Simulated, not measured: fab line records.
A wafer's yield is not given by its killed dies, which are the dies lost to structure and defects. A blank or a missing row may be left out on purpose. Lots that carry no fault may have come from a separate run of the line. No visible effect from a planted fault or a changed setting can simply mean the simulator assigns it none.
Split-lot trial + flow n5-finfet + 39 wafers read across 7 lots, on a route 1938 steps long

ABOUT THE SPLIT
At N5_HKMG_FIN_ETCH_58 (etches SOC in N2/H2, target depth 215.8 nm, time 741 s), the setting bias-w was moved away from the recipe's 13 W on 15 of the 39 wafers read, by -15.6% to +6.0%. For the rest of the wafers, this setting stayed at what the recipe calls for.

The split's own step is where the reading is taken.

THE READING
rf-vpp-V, in V, at N5_HKMG_FIN_ETCH_58 (etches SOC in N2/H2, target depth 215.8 nm, time 741 s). Typical for fault-free wafers on this fab line: 99.2 V, with standard deviation 0.98 V.

| wafer  | tool, chamber at the split | bias-w as run, W | against the recipe | rf-vpp-V, V | against lot-mates on the recipe |
|--------|----------------------------|------------------|--------------------|-------------|---------------------------------|
| L076.1 | rie-diel-01, 1             | 13               | recipe             | 99.2        | -                               |
| L076.2 | rie-diel-01, 3             | 13               | recipe             | 99.4        | -                               |
| L076.3 | rie-diel-01, 0             | 10.97            | -15.6%             | 88.5        | -11.2                           |
| L076.4 | rie-diel-01, 2             | 10.97            | -15.6%             | 89.4        | -10.3                           |
| L076.5 | rie-diel-01, 3             | 10.97            | -15.6%             | 88.4        | -11.3                           |
| L076.6 | rie-diel-01, 0             | 13               | recipe             | 100.5       | -                               |
| L077.1 | rie-diel-05, 3             | 13               | recipe             | 100.5       | -                               |
| L077.2 | rie-diel-05, 2             | 13               | recipe             | 99.3        | -                               |
| L077.3 | rie-diel-05, 0             | 13               | recipe             | 97.4        | -                               |
| L077.4 | rie-diel-05, 1             | 11.98            | -7.8%              | 93.1        | -6.0                            |
| L077.5 | rie-diel-05, 0             | 11.98            | -7.8%              | 92.8        | -6.3                            |
| L077.6 | rie-diel-05, 1             | 11.98            | -7.8%              | 93.4        | -5.7                            |
| L081.1 | rie-diel-01, 2             | 13               | recipe             | 99.2        | -                               |
| L081.2 | rie-diel-01, 3             | 13.78            | +6.0%              | 102.8       | +3.9                            |
| L081.3 | rie-diel-01, 0             | 13               | recipe             | 99.1        | -                               |
| L081.4 | rie-diel-01, 1             | 13.78            | +6.0%              | 102.9       | +4.0                            |
| L081.5 | rie-diel-01, 0             | 13               | recipe             | 98.3        | -                               |
| L081.6 | rie-diel-01, 1             | 13.78            | +6.0%              | 103.6       | +4.7                            |
| L082.2 | rie-diel-06, 1             | 13               | recipe             | 98.5        | -                               |
| L082.4 | rie-diel-06, 0             | 13               | recipe             | 100.8       | -                               |
| L082.6 | rie-diel-06, 3             | 13               | recipe             | 99.8        | -                               |
| L086.1 | rie-diel-06, 3             | 12.21            | -6.1%              | 95.7        | -2.6                            |
| L086.2 | rie-diel-06, 2             | 13               | recipe             | 98.0        | -                               |
| L086.3 | rie-diel-06, 0             | 13               | recipe             | 99.1        | -                               |
| L086.4 | rie-diel-06, 1             | 13               | recipe             | 97.8        | -                               |
| L086.5 | rie-diel-06, 0             | 12.21            | -6.1%              | 95.1        | -3.2                            |
| L086.6 | rie-diel-06, 3             | 12.21            | -6.1%              | 94.2        | -4.1                            |
| L090.1 | rie-diel-06, 1             | 13               | recipe             | 100.5       | -                               |
| L090.2 | rie-diel-06, 0             | 13               | recipe             | 99.4        | -                               |
| L090.3 | rie-diel-06, 2             | 13               | recipe             | 99.6        | -                               |
| L090.4 | rie-diel-06, 3             | 13               | recipe             | 99.9        | -                               |
| L090.5 | rie-diel-06, 1             | 13               | recipe             | 99.4        | -                               |
| L090.6 | rie-diel-06, 2             | 13               | recipe             | 98.3        | -                               |
| L097.1 | rie-diel-06, 2             | 13               | recipe             | 99.2        | -                               |
| L097.2 | rie-diel-06, 0             | 13               | recipe             | 101.0       | -                               |
| L097.3 | rie-diel-06, 1             | 13               | recipe             | 98.4        | -                               |
| L097.4 | rie-diel-06, 3             | 13.71            | +5.5%              | 102.2       | +2.7                            |
| L097.5 | rie-diel-06, 1             | 13.71            | +5.5%              | 102.5       | +3.0                            |
| L097.6 | rie-diel-06, 0             | 13.71            | +5.5%              | 102.5       | +3.0                            |

THE FIT
A straight line over all 39 wafers: rf-vpp-V changes by +0.676 V for each +1% of bias-w; r = +0.98; the points scatter about the line by 0.84 V.
The same after taking each lot's own level away (the mean of its wafers on the recipe; 39 wafers): +0.68 V for each +1%; r = +0.98; scatter 0.81 V.
According to that fit, moving bias-w by its largest amount changes the reading by 11 V.
Measured against the standard deviation above, the lots' own levels, which go from 98.30 to 99.70 V, span 1.4 times it.
The two slopes agree, so the slope changes little with the lot-to-lot level.
Check: -10.5 V against its lot-mates is what the line predicts for one of the wafers moved furthest among these (-15.6%) when that wafer is left out of the fit. Against them it came out at -11.2 V.
Tool readings at the split's step, against how far the setting was moved: rf-vpp-V r = +0.98.

FURTHER SPLITS ON THESE WAFERS
Before the reading, these wafers also passed through other splits. Each is held against what the fit with the lots' levels taken away leaves over:
| other split on the same wafers               | wafers away from the commonest value | r with rf-vpp-V (lot level and that fit taken away) |
|----------------------------------------------|--------------------------------------|-----------------------------------------------------|
| N5_PMOS_HMC_CHANNEL_EPI_FIN_RECESS_16 time-s | 15                                   | -0.01                                               |
| N5_DUMMY_GATE_EXPOSE_12 dose-mj              | 18                                   | -0.03                                               |
| N5_DUMMY_GATE_ETCH_37 source-w               | 6                                    | +0.19                                               |
| N5_DUMMY_GATE_ETCH_44 target-depth-a         | 15                                   | +0.01                                               |
| N5_SD_EPI_P_ETCH_16 target-depth-a           | 9                                    | +0.12                                               |

FILE'S OWN FIT
rf-vpp-V changes by +0.683 V for each +1% of bias-w, r = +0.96.
